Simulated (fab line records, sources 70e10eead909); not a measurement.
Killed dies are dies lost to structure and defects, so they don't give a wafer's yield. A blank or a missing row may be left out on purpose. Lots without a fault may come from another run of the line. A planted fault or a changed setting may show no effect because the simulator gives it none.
fab line records | flow nand_harc
record lots=6 wafers=18 last_day=33
route steps=1302 shown P_M1@292 END@1302
lots that met no fault: from a run of the same line without faults
start_h: hours from the record's first day to the start of the lot's first wafer shown | wait_h: hours since the lot's step before | " the same as in the row above | L1.1+2: a row that stands for several wafers | - no value, or no start given | * or withheld: withheld | < > ~ a bound
route shown NAME@n: a module of which the file shows steps, and the number in the route of the first | usual: mean/standard deviation of fault-free wafers | same: alike in all rows | chamber/n: place in a boat | sites: the reading at each site | _std_site: their standard deviation | _edge_site: outer sites' mean less inner sites' | radius_mm: how far each site lies from the wafer's centre | mask NAME#n: copy n | behind: the tool/chamber that last shaped the wafer | hold: why the lot was held/for how many hours/how that ended | device: the transistor (n, p or np) that didn't switch | end of line: the same wafers' tests at the end of the route | a step without rows: its recipe alone | killed: dies lost to structure and defects at the first sort, not the wafer's yield | map: a wafer's dies, x killed, . not, _ none there
set.NAME: the setting as run; set.NAME@STEP: as run at that earlier step | model.NAME: the simulator's own value behind a step, which no gauge read
lots at some steps of the route; a table a step, a row a wafer
services: from which hour (start_h, from the record's first day; less than 0 if before it) a tool's chamber was out of use, for how many hours, and why
## steps
# step NHARC_P_M1_EXPOSE_06
# recipe na=1.35 target_cd_nm=130 dose_mj=81.88 mask_id=P_M1
# step NHARC_P_M1_PEB_07
# recipe peb_temp_c=100 peb_time_s=65
# step NHARC_P_M1_DEVELOP_08
# recipe develop_time_s=35 dev_temp_c=23
# step NHARC_P_M1_CD_MEAS_09
# recipe target_cd_nm=130 landing_energy_ev=500
# usual cd_nm=129.9/0.78
# same landing_energy_ev=500
# columns lot.wafer tool chamber start_h wait_h cd_nm
L828.3 cd_sem-01 0 161.10 - 129.5
L828.4 " 0 " " 129.9
L828.5 " 0 " " 130.0
L832.2 cd_sem-01 0 208.44 - 131.7
L832.4 " 0 " " 130.7
L832.6 " 0 " " 129.9
L837.1 cd_sem-02 0 273.02 - 130.7
L837.3 " 0 " " 130.4
L837.4 " 0 " " 131.5
L839.4 cd_sem-03 0 273.18 - 129.3
L839.5 " 0 " " 129.6
L839.6 " 0 " " 129.0
L845.2 cd_sem-01 0 343.33 - 129.2
L845.4 " 0 " " 129.6
L845.6 " 0 " " 129.5
L846.2 cd_sem-02 0 346.56 - 129.1
L846.5 " 0 " " 128.6
L846.6 " 0 " " 129.3
# step NHARC_P_M1_OVL_MEAS_10
# recipe pitch_nm=260
# usual overlay_x_nm=-0.2/0.73 overlay_y_nm=-0.3/0.68
# columns lot.wafer tool chamber start_h wait_h overlay_x_nm overlay_y_nm
L828.3 overlay-02 - 161.19 - -1.8 -1.1
L828.4 " - " " -1.3 -1.8
L828.5 " - " " -1.9 -0.8
L832.2 overlay-02 - 208.53 - 0.4 -0.5
L832.4 " - " " 0.8 -0.3
L832.6 " - " " 0.6 -0.1
L837.1 overlay-01 - 273.11 - -1.2 -0.6
L837.3 " - " " -0.7 -0.5
L837.4 " - " " -0.9 -1.0
L839.4 overlay-02 - 273.26 - -0.3 0.0
L839.5 " - " " -0.3 -0.3
L839.6 " - " " -0.5 0.3
L845.2 overlay-02 - 343.42 - 1.4 0.9
L845.4 " - " " 1.5 1.1
L845.6 " - " " 1.9 0.6
L846.2 overlay-01 - 346.65 - -0.1 -0.7
L846.5 " - " " -0.2 -1.2
L846.6 " - " " -0.1 -0.5
# step NHARC_P_M1_INSPECT_11
# usual raw_defect_count=4.9/2.7
# columns lot.wafer tool chamber start_h wait_h raw_defect_count
L828.3 defect_inspect-02 - 161.22 0.0 8
L828.4 " - " " 8
L828.5 " - " " 8
L832.2 defect_inspect-02 - 208.56 0.0 4
L832.4 " - " " 6
L832.6 " - " " 3
L837.1 defect_inspect-02 - 273.14 0.0 4
L837.3 " - " " 1
L837.4 " - " " 2
L839.4 defect_inspect-01 - 273.30 0.0 7
L839.5 " - " " 2
L839.6 " - " " 10
L845.2 defect_inspect-02 - 343.45 0.0 4
L845.4 " - " " 2
L845.6 " - " " 7
L846.2 defect_inspect-01 - 346.68 0.0 6
L846.5 " - " " 2
L846.6 " - " " 3
# step NHARC_P_M1_DESCUM_14
# recipe time_s=3 o2_flow_sccm=200 ar_flow_sccm=0 bias_power_w=0 chemistry=O2
# usual chamber_pressure_mTorr=59.99/0.055 drypump_motor_current_A=5.8/0.5 oes_product_au=0.999/0.01 rf_vpp_V=57.8/0.92 showerhead_plenum_p_Torr=1.92/0.087 throttle_valve_pct=11.309/0.0085
# columns lot.wafer tool chamber start_h wait_h chamber_pressure_mTorr drypump_motor_current_A oes_product_au rf_hours_counter_h rf_vpp_V showerhead_plenum_p_Torr throttle_valve_pct
L828.4 rie_diel-01 1 161.30 0.1 60.04 6.5 0.993 12 58.8 1.82 11.321
L828.3 " 2 " " 60.03 5.1 0.992 11 56.1 1.81 11.303
L828.5 " 0 " " 60.05 5.6 0.996 - 58.3 1.91 11.317
L832.2 rie_diel-13 3 208.62 0.1 59.98 5.9 1.029 15 57.5 1.80 11.316
L832.4 " 0 " " 60.11 5.6 0.983 15 56.6 1.82 11.313
L832.6 " 3 " " 60.02 5.9 1.015 - 57.4 1.80 11.292
L837.3 rie_diel-01 0 273.21 0.1 60.06 5.6 0.999 4 57.6 1.91 11.311
L837.1 " 2 " " 59.98 5.1 1.000 4 57.1 1.81 11.307
L837.4 " 3 " " 59.93 5.3 1.008 4 58.2 1.96 11.315
L839.4 rie_diel-13 0 273.36 0.1 59.96 5.6 0.994 41 58.0 1.81 11.308
L839.5 " 0 " " 59.96 5.6 0.993 - 57.2 1.82 11.310
L839.6 " 1 " " 60.02 6.6 1.027 - 59.2 2.05 11.302
L845.2 rie_diel-01 0 343.53 0.1 60.00 5.7 1.003 11 56.3 1.91 11.317
L845.4 " 3 " " 60.13 5.3 1.002 - 57.9 1.96 11.314
L845.6 " 2 " " 60.00 5.1 0.999 - 57.3 1.81 11.304
L846.2 rie_diel-10 2 346.74 0.1 60.04 5.9 1.002 6 57.8 1.95 11.318
L846.5 " 2 " " 60.02 5.9 0.997 - 57.9 1.95 11.294
L846.6 " 0 " " 59.96 5.3 1.001 - 57.2 2.01 11.309
# step NHARC_P_M1_ETCH_35
# recipe target_depth_a=400 overetch_a=120 time_s=43.94 ion_energy_ev=200 n2_flow_sccm=150 h2_flow_sccm=150 ar_flow_sccm=0 rf_w=400 bias_w=150 chemistry=N2/H2
# usual chamber_pressure_mTorr=29.997/0.027 drypump_motor_current_A=5.8/0.49 oes_product_au=1.000/0.01 rf_fwd_power_W=394.7/2 rf_vpp_V=430.6/2.7 showerhead_plenum_p_Torr=2.05/0.097 throttle_valve_pct=14.170/0.0098
# columns lot.wafer tool chamber start_h wait_h chamber_pressure_mTorr drypump_motor_current_A oes_product_au rf_fwd_power_W rf_hours_counter_h rf_vpp_V showerhead_plenum_p_Torr throttle_valve_pct
L828.4 rie_diel-01 3 161.37 0.1 29.964 5.4 1.012 398.1 10 432.2 2.10 14.204
L828.3 " 1 " " 30.017 6.5 1.000 395.0 12 427.6 1.94 14.172
L828.5 " 0 " " 30.025 5.7 0.996 394.5 - 429.9 2.04 14.138
L832.4 rie_diel-13 3 208.71 0.1 30.021 5.9 1.024 392.3 15 427.5 1.92 14.153
L832.2 " 1 " " 30.008 6.6 1.016 393.2 13 434.5 2.19 14.179
L832.6 " 2 " " 30.036 5.7 1.005 392.5 - 435.3 2.21 14.160
L837.3 rie_diel-01 2 273.29 0.1 29.959 5.2 0.989 396.7 4 426.8 1.93 14.173
L837.1 " 3 " " 30.035 5.3 1.005 396.4 4 432.7 2.09 14.178
L837.4 " 0 " " 29.968 5.7 1.013 396.4 4 429.2 2.04 14.180
L839.4 rie_diel-13 2 273.44 0.1 29.990 5.7 0.999 391.7 35 434.9 2.21 14.179
L839.5 " 2 " " 29.969 5.7 0.990 393.9 - 434.5 2.21 14.179
L839.6 " 3 " " 29.994 5.9 1.021 393.0 - 426.8 1.91 14.177
L845.2 rie_diel-01 2 343.62 0.1 29.983 5.1 1.004 394.1 11 426.9 1.93 14.182
L845.4 " 2 " " 30.009 5.1 0.993 395.8 - 426.5 1.93 14.184
L845.6 " 0 " " 30.005 5.6 1.006 395.4 - 431.1 2.03 14.169
L846.2 rie_diel-10 0 346.85 0.1 30.017 5.3 1.008 393.5 9 433.2 2.15 14.172
L846.6 " 2 " " 30.047 5.9 0.994 396.7 - 432.4 2.08 14.187
L846.5 " 0 " " 29.987 5.2 1.006 393.2 - 433.7 2.15 14.177
# step NHARC_P_M1_ETCH_15
# recipe target_depth_a=1825 time_s=91.2 c4f8_flow_sccm=withheld ar_flow_sccm=400 rf_w=600 bias_w=300 chemistry=C4F8/Ar
# usual chamber_pressure_mTorr=25.002/0.023 oes_product_au=0.952/0.022 rf_fwd_power_W=595.3/2.3 rf_vpp_V=441.3/2.8
# columns lot.wafer tool chamber start_h wait_h chamber_pressure_mTorr oes_product_au rf_fwd_power_W rf_hours_counter_h rf_vpp_V
L828.4 rie_diel-01 0 - - 25.020 0.923 593.6 11 442.3
L828.3 " 2 " " 25.017 0.949 593.2 11 439.2
L828.5 " 3 " " 24.992 0.944 595.0 - 440.9
L832.4 rie_diel-13 2 - - 24.977 0.968 593.2 12 446.6
L832.2 " 1 " " 24.972 0.990 596.1 13 444.8
L832.6 " 3 " " 24.995 0.976 593.6 - 439.2
L837.4 rie_diel-01 2 - - 25.012 0.980 595.7 4 437.2
L837.1 " 3 " " 24.973 0.970 596.7 4 442.9
L837.3 " 1 " " 25.036 0.958 595.3 4 436.4
L839.4 rie_diel-13 1 - - 25.024 0.945 595.2 35 443.8
L839.5 " 0 " " 25.003 0.924 592.0 - 438.4
L839.6 " 1 " " 25.025 0.952 595.1 - 446.1
L845.2 rie_diel-01 2 - - 24.978 0.956 595.1 11 437.2
L845.6 " 0 " " 25.002 0.958 598.3 - 441.0
L845.4 " 2 " " 24.982 0.953 594.3 - 436.6
L846.2 rie_diel-10 2 - - 25.010 0.956 594.5 6 443.0
L846.5 " 2 " " 25.013 0.955 594.9 - 440.9
L846.6 " 0 " " 25.031 0.949 593.2 - 444.6
# step NHARC_P_M1_CD_MEAS_16
# usual cd_nm=129.8/0.9
# columns lot.wafer tool chamber start_h wait_h cd_nm
L828.3 cd_sem-01 - 161.59 - 128.8
L828.4 " - " " 128.9
L828.5 " - " " 130.8
L832.2 cd_sem-01 - 208.93 - 130.4
L832.4 " - " " 130.8
L832.6 " - " " 129.2
L837.1 cd_sem-02 - 273.51 - 132.3
L837.3 " - " " 130.7
L837.4 " - " " 132.5
L839.4 cd_sem-01 - 273.67 - 128.5
L839.5 " - " " 128.0
L839.6 " - " " 129.8
L845.2 cd_sem-03 - 343.88 - 129.0
L845.4 " - " " 129.4
L845.6 " - " " 130.4
L846.2 cd_sem-01 - 347.10 - 129.2
L846.5 " - " " 129.1
L846.6 " - " " 129.1
# step NHARC_P_M1_STRIP_18
# recipe power_w=1000 n2_flow_sccm=150 h2_flow_sccm=150 ar_flow_sccm=0 bias_w=0 chemistry=N2/H2
# step NHARC_P_M1_ETCH_28
# recipe target_depth_a=300 over_etch_frac=0.3 time_s=72.99 ion_energy_ev=150 cf4_flow_sccm=50 n2_flow_sccm=100 ar_flow_sccm=150 rf_w=300 bias_w=100 chemistry=CF4/N2
# usual chamber_pressure_mTorr=30.00/0.036 drypump_motor_current_A=5.8/0.49 oes_product_au=1.000/0.0096 rf_fwd_power_W=297.3/1.2 rf_vpp_V=314.2/2.1 showerhead_plenum_p_Torr=2.63/0.12 throttle_valve_pct=19.793/0.01
# columns lot.wafer tool chamber start_h wait_h chamber_pressure_mTorr drypump_motor_current_A oes_product_au rf_fwd_power_W rf_hours_counter_h rf_vpp_V showerhead_plenum_p_Torr throttle_valve_pct
L828.4 rie_diel-10 3 - - 30.02 5.6 1.004 298.6 5 316.6 2.78 19.811
L828.3 " 0 " " 30.02 5.2 0.985 296.0 5 315.7 2.76 19.779
L828.5 " 3 " " 29.99 5.6 0.999 297.3 - 317.9 2.78 19.787
L832.2 rie_diel-10 0 - - 30.01 5.2 0.998 293.6 7 316.3 2.76 19.793
L832.4 " 3 " " 29.95 5.6 1.011 298.2 8 315.9 2.78 19.792
L832.6 " 0 " " 29.96 5.2 0.994 295.0 - 316.3 2.76 19.787
L837.3 rie_diel-01 2 - - 30.03 5.2 0.999 295.7 4 312.4 2.49 19.796
L837.1 " 3 " " 29.99 5.4 0.998 297.4 4 315.1 2.69 19.789
L837.4 " 0 " " 30.04 5.6 1.006 297.3 4 313.6 2.62 19.794
L839.4 rie_diel-13 1 - - 29.98 6.6 1.015 298.5 35 316.7 2.80 19.809
L839.5 " 2 " " 30.03 5.7 0.993 295.2 - 317.5 2.82 19.798
L839.6 " 3 " " 29.97 5.9 1.018 295.0 - 310.8 2.47 19.785
L845.2 rie_diel-01 3 - - 30.00 5.3 0.998 297.3 12 315.5 2.69 19.788
L845.6 " 2 " " 29.95 5.2 0.993 298.6 - 312.0 2.49 19.778
L845.4 " 3 " " 30.01 5.3 1.005 298.9 - 314.4 2.69 19.791
L846.2 rie_diel-01 1 - - 29.99 6.5 0.999 297.8 9 311.4 2.50 19.790
L846.6 " 2 " " 29.96 5.2 1.002 297.9 - 312.2 2.49 19.774
L846.5 " 3 " " 30.03 5.3 0.987 298.3 - 315.1 2.69 19.791
# step NHARC_P_M1_STRIP_19
# recipe time_s=600 temp_c=30 chemistry=post_etch_residue_remover
# usual bath_heat_duty_pct=12.7/1.4 run_length_s=603.5/1.1
# columns lot.wafer tool chamber start_h wait_h bath_heat_duty_pct run_length_s
L828.5 wet_bench-10 3 162.03 - 10.1 605.1
L828.4 " 4 " " 11.3 602.2
L828.3 " 5 " " 16.6 603.9
L832.2 wet_bench-08 5 209.37 - 15.2 601.2
L832.4 " 7 " " 13.2 605.8
L832.6 " 0 " " 12.8 604.6
L837.3 wet_bench-10 6 273.98 - - -
L837.4 " 7 " " - -
L837.1 " 0 " " - -
L839.4 wet_bench-08 6 274.13 - - -
L839.5 " 7 " " - -
L839.6 " 0 " " - -
L845.4 wet_bench-08 7 344.39 - 13.8 605.6
L845.6 " 0 " " 13.2 604.3
L845.2 " 3 " " 13.0 603.2
L846.6 wet_bench-08 1 347.55 - 10.8 603.8
L846.2 " 2 " " 13.1 602.2
L846.5 " 4 " " 11.4 603.7
# step NHARC_P_M1_DEGAS_29
# recipe temp_c=250 time_s=60
# usual heater_power_w=322/31
# columns lot.wafer tool chamber start_h wait_h heater_power_w
L828.3 pvd_sputter-01 - 162.31 - 325
L828.4 " - " " 379
L828.5 " - " " 326
L832.4 pvd_sputter-02 - 209.65 - 359
L832.2 " - " " 369
L832.6 " - " " 336
L837.1 pvd_sputter-03 - 274.23 0.2 315
L837.4 " - " " 279
L837.3 " - " " 324
L839.4 pvd_sputter-02 - 274.40 0.3 281
L839.5 " - " " 361
L839.6 " - " " 361
L845.4 pvd_sputter-02 - 344.65 - 353
L845.2 " - " " 362
L845.6 " - " " 352
L846.2 pvd_sputter-03 - 347.84 - 322
L846.5 " - " " 323
L846.6 " - " " 304
# step NHARC_END_SORT_01
# recipe temp_c=25
# usual defect_limited_yield=92.0/2.8 killed_at_array=49/19 killed_at_other=0.9/1.1 killed_at_periphery=4.0/2.7 killed_dies=54/19 killed_open=3.3/1.8 killed_short=2.6/1.6 sort_bin_2_pct=2.9/1.2 sort_bin_3_pct=0.5/0.36 sort_bin_4_pct=4.6/1.5 sort_n_pass=623/19 sort_rim_yield_pct=91/4.7 sort_yield_pct=92.0/2.8
# same gross_dies=677 sort_bin_5_pct[%]=0 sort_bin_6_pct[%]=0 sort_bin_7_pct[%]=0 sort_bin_8_pct[%]=0 sort_rim_n_gross=106.00
# columns lot.wafer tool chamber start_h wait_h defect_limited_yield[%] killed_at_array killed_at_other killed_at_periphery killed_dies killed_open killed_short sort_bin_2_pct[%] sort_bin_3_pct[%] sort_bin_4_pct[%] sort_n_pass sort_rim_yield_pct[%] sort_yield_pct[%]
L832.2 prober-01 0 646.84 2.8 91.0 58 0 3 61 7 3 2.2 0.3 6.5 616 94 91.0
L832.4 prober-01 0 648.44 3.4 91.6 53 0 4 57 3 4 3.0 0.3 5.2 620 95 91.6
L832.6 prober-01 0 650.03 4.0 91.7 52 2 2 56 5 1 3.4 0.4 4.4 621 95 91.7
L837.1 prober-02 0 714.74 2.5 90.7 60 1 2 63 3 4 4.6 0.4 4.3 614 80 90.7
L837.3 prober-02 0 716.35 3.1 91.1 56 2 2 60 3 2 4.1 0.4 4.3 617 87 91.1
L837.4 prober-02 0 717.16 3.4 89.1 72 2 0 74 0 4 4.9 0.9 5.2 603 92 89.1
L839.4 prober-02 0 724.95 3.4 94.4 33 2 3 38 7 4 1.3 0.1 4.1 639 91 94.4
L839.5 prober-02 0 725.75 3.7 95.9 24 0 4 28 2 4 1.0 0.3 2.8 649 85 95.9
L839.6 prober-02 0 726.55 4.0 96.6 19 1 3 23 2 5 1.2 0.3 1.9 654 99 96.6
L846.2 prober-02 0 780.10 2.8 96.5 19 2 3 24 5 4 1.3 0 2.2 653 93 96.5
L846.5 prober-02 0 782.48 3.7 95.7 24 2 3 29 4 5 1.0 0.4 2.8 648 95 95.7
L846.6 prober-02 0 783.27 4.0 96.6 22 1 0 23 1 4 1.0 0.3 2.1 654 97 96.6
L845.2 prober-01 0 780.12 2.8 91.6 54 0 3 57 4 3 3.2 0.4 4.7 620 95 91.6
L845.4 prober-01 0 781.73 3.4 90.3 64 1 1 66 4 3 2.5 0.4 6.8 611 92 90.3
L845.6 prober-01 0 783.34 4.0 89.7 63 1 6 70 1 2 3.8 0.4 6.1 607 98 89.7
# killed by level:class
L832.2 A_SLIT:chamber_film_flake=27 A_CHANNEL_FILL_D1:chamber_film_flake=5 A_SGD_CUT:chamber_film_flake=5 A_CHANNEL_HOLE_D2:chamber_film_flake=4 A_ONON_D1:geometric_particle:open=3 A_CONTACT:chamber_film_flake=3 A_WL_FILL:geometric_particle:short=2 P_ZERO_WELL:chamber_film_flake=2
L832.4 A_SLIT:chamber_film_flake=33 A_CHANNEL_HOLE_D2:chamber_film_flake=4 A_CONTACT:chamber_film_flake=4 A_CHANNEL_FILL_D1:geometric_particle:open=2 A_CHANNEL_HOLE_D1:chamber_film_flake=2 P_CONTACT:geometric_particle:open=1 P_CONTACT:geometric_particle:short=1 A_ONON_D1:geometric_particle:short=1
L832.6 A_SLIT:chamber_film_flake=23 A_CHANNEL_HOLE_D2:chamber_film_flake=10 A_CHANNEL_HOLE_D1:chamber_film_flake=6 A_CONTACT:chamber_film_flake=3 A_SGD_CUT:chamber_film_flake=2 THIN_TSV:chamber_film_flake=2 P_CONTACT:geometric_particle:open=1 A_CHANNEL_FILL_D1:geometric_particle:open=1
L837.1 A_CHANNEL_HOLE_D1:chamber_film_flake=19 A_SLIT:chamber_film_flake=17 A_CHANNEL_HOLE_D2:chamber_film_flake=12 A_CHANNEL_FILL_D1:geometric_particle:open=1 A_CHANNEL_FILL_D1:geometric_particle:short=1 A_CHANNEL_FILL_D2:geometric_particle:open=1 A_CHANNEL_FILL_D2:geometric_particle:short=1 A_WL_FILL:geometric_particle:short=1
L837.3 A_CHANNEL_HOLE_D1:chamber_film_flake=28 A_SLIT:chamber_film_flake=15 A_CHANNEL_HOLE_D2:chamber_film_flake=5 A_BLC:geometric_particle:open=2 THIN_TSV:chamber_film_flake=2 P_M0:geometric_particle:open=1 A_CHANNEL_HOLE_D1:geometric_particle:short=1 A_CHANNEL_FILL_D2:geometric_particle:short=1
L837.4 A_SLIT:chamber_film_flake=31 A_CHANNEL_HOLE_D1:chamber_film_flake=19 A_CHANNEL_HOLE_D2:chamber_film_flake=16 A_ONON_D1:geometric_particle:short=2 THIN_TSV:chamber_film_flake=2 A_SOURCE_PLATE:geometric_particle:short=1 A_SGD_CUT:geometric_particle:short=1 A_STAIRCASE:chamber_film_flake=1
L839.4 A_CHANNEL_HOLE_D1:chamber_film_flake=9 A_SLIT:chamber_film_flake=7 A_CONTACT:chamber_film_flake=6 P_M0:geometric_particle:open=2 A_CHANNEL_FILL_D1:geometric_particle:short=2 A_DECK1_JOINT:geometric_particle:open=2 A_CHANNEL_HOLE_D2:chamber_film_flake=2 A_ONON_D1:geometric_particle:short=1
L839.5 A_CHANNEL_HOLE_D1:chamber_film_flake=11 A_SLIT:chamber_film_flake=4 A_CONTACT:chamber_film_flake=3 A_CHANNEL_HOLE_D2:chamber_film_flake=2 P_GATE:geometric_particle:short=1 P_M0:geometric_particle:short=1 A_ONON_D1:geometric_particle:open=1 A_DECK1_JOINT:geometric_particle:short=1
L839.6 A_CHANNEL_HOLE_D1:chamber_film_flake=9 A_CONTACT:chamber_film_flake=3 A_WL_FILL:geometric_particle:short=2 P_ZERO_WELL:chamber_film_flake=2 A_SLIT:chamber_film_flake=2 P_STI:geometric_particle:short=1 A_ONON_D1:geometric_particle:short=1 A_CHANNEL_FILL_D1:geometric_particle:open=1
L846.2 A_SLIT:chamber_film_flake=4 A_CONTACT:chamber_film_flake=4 P_CONTACT:geometric_particle:open=2 HYBRID_BOND:chamber_film_flake=2 P_M0:geometric_particle:short=1 A_CHANNEL_FILL_D1:geometric_particle:open=1 A_ONON_D2:geometric_particle:short=1 A_CHANNEL_FILL_D2:geometric_particle:open=1
L845.2 A_SLIT:chamber_film_flake=30 A_CHANNEL_HOLE_D1:chamber_film_flake=9 A_CONTACT:chamber_film_flake=8 P_GATE:chamber_film_flake=2 P_M0:geometric_particle:open=1 A_DECK1_JOINT:geometric_particle:short=1 A_ONON_D2:geometric_particle:open=1 A_CHANNEL_FILL_D2:geometric_particle:open=1
L845.4 A_SLIT:chamber_film_flake=35 A_CHANNEL_HOLE_D1:chamber_film_flake=12 A_CONTACT:chamber_film_flake=7 A_CHANNEL_FILL_D1:geometric_particle:open=2 A_CHANNEL_FILL_D1:geometric_particle:short=1 A_CHANNEL_FILL_D2:geometric_particle:short=1 A_STAIRCASE:geometric_particle:open=1 A_SGD_CUT:geometric_particle:open=1
L846.5 A_CONTACT:chamber_film_flake=9 A_STAIRCASE:chamber_film_flake=5 A_SLIT:chamber_film_flake=3 A_CHANNEL_FILL_D1:geometric_particle:open=2 P_STI:geometric_particle:short=1 P_CONTACT:geometric_particle:open=1 A_ONON_D1:geometric_particle:short=1 A_DECK1_JOINT:geometric_particle:short=1
L846.6 A_SLIT:chamber_film_flake=7 A_CONTACT:chamber_film_flake=6 A_STAIRCASE:chamber_film_flake=3 A_CHANNEL_FILL_D1:geometric_particle:short=1 A_ONON_D2:geometric_particle:short=1 A_SGD_CUT:geometric_particle:short=1 A_CONTACT:geometric_particle:open=1 STARTING-WAFER:geometric_particle:short=1
L845.6 A_SLIT:chamber_film_flake=35 A_CHANNEL_HOLE_D1:chamber_film_flake=13 A_CONTACT:chamber_film_flake=10 P_GATE:chamber_film_flake=3 P_ZERO_WELL:chamber_film_flake=2 P_GATE:geometric_particle:short=1 A_CONTACT:geometric_particle:short=1 A_M0:geometric_particle:open=1
## services
# columns tool chamber start_h hours kind
pvd_sputter-02 - 150.74 3.4 repair
rie_diel-13 - 165.10 9.0 pm
pvd_sputter-03 - 170.00 10.0 pm
pvd_sputter-02 - 172.72 1.0 repair
rie_diel-10 0 180.01 13.8 repair
pvd_sputter-01 - 180.58 1.8 repair
rie_diel-10 2 192.75 4.9 repair
rie_diel-01 - 203.84 9.0 pm
rie_diel-10 - 207.86 0.3 repair
rie_diel-10 2 212.57 17.4 repair
rie_diel-01 - 225.73 0.3 repair
pvd_sputter-01 - 226.04 10.0 pm
rie_diel-10 - 242.52 9.0 pm
rie_diel-10 3 252.51 23.4 repair
pvd_sputter-02 - 282.07 10.0 pm
wet_bench-08 - 294.40 8.0 pm
pvd_sputter-02 - 295.20 1.3 repair
rie_diel-10 0 302.42 4.0 repair
rie_diel-10 2 310.43 17.7 repair
wet_bench-10 - 311.20 8.0 pm
rie_diel-10 1 327.91 11.5 repair
rie_diel-01 1 334.25 12.9 repair
rie_diel-10 3 340.41 13.5 repair
rie_diel-13 - 342.15 9.0 pm
## key
first_sign step=NHARC_P_M1_STRIP_19 reading=tool_record direction=missing
effect none on later readings
met_at NHARC_P_M1_STRIP_19
struck_wafers L837.1,L837.3,L837.4,L839.4,L839.5,L839.6
onset_between 209.37 273.98
fault kind=skipped_step_whole tool=wet_bench-08,wet_bench-10 chamber=- onset_h=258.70 steps=NHARC_P_M1_STRIP_19 scope=struck_lots_only
